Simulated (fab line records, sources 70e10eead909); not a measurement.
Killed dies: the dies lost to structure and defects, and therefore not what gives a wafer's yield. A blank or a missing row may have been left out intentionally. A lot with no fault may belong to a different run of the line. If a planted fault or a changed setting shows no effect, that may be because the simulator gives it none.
Matching of chambers | flow nand_harc | NHARC_P_CONTACT_CMP_24 on cmp-02 has 4 sister chambers
The step polishes, t overpolish 30 s, target thk 200 nm. 8 wafers are shown with their chamber, then 10 later ones without.

== WAFERS PAIRED WITH THEIR CHAMBERS ==
wafer  | chamber | motor_current_A (A) | time_to_endpoint_s (s)
L081.4 | 3       | 14.4                | 36
L081.5 | 3       | 14.8                | 38
L083.6 | 1       | 12.5                | 44
L084.1 | 2       | 10.4                | 37
L084.2 | 0       | 12.2                | 41
L084.5 | 2       | 11.2                | 42
L086.1 | 1       | 11.0                | 47
L086.4 | 0       | 11.7                | 44

== WAFERS WITHOUT THEIR CHAMBER ==
wafer  | motor_current_A (A) | time_to_endpoint_s (s)
L086.6 | 15.4                | 42
L091.1 | 11.2                | 31
L091.4 | 15.7                | 35
L091.5 | 12.0                | 41
L095.2 | 12.3                | 38
L095.4 | 11.1                | 36
L095.6 | 11.2                | 42
L097.1 | 12.2                | 40
L097.2 | 11.8                | 45
L097.6 | 11.6                | 45

== CHAMBER TAKEN BY EACH ==
wafer  | from the rows above               | in truth
L086.6 | 3                                 | 3
L091.1 | can't be placed: 2 or 0           | 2
L091.4 | 3                                 | 3
L091.5 | can't be placed: 0 or 1 or 2      | 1
L095.2 | can't be placed: 0 or 2 or 1 or 3 | 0
L095.4 | can't be placed: 2 or 0           | 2
L095.6 | can't be placed: 0 or 2 or 1      | 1
L097.1 | can't be placed: 0 or 2 or 1      | 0
L097.2 | can't be placed: 1 or 0           | 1
L097.6 | can't be placed: 1 or 0           | 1
Correctly placed: 2 of 10. Not placeable from these rows: 8 (in 8, the candidates include the true chamber). Wrongly placed: 0.
How it was worked out, from the rows above alone: a wafer's distance from a chamber is the root of the sum, over the readings, of the square of ((its reading less the chamber's mean) divided by the reading's scatter). The wafer belongs to the nearest chamber; if the next one is less than 2 further off, it can't be placed. The mean given for a chamber averages the wafers shown for that chamber. The scatter is the square root of a quotient: the sum, over the shown wafers, of each reading's squared deviation from its chamber's mean, divided by wafers minus chambers.
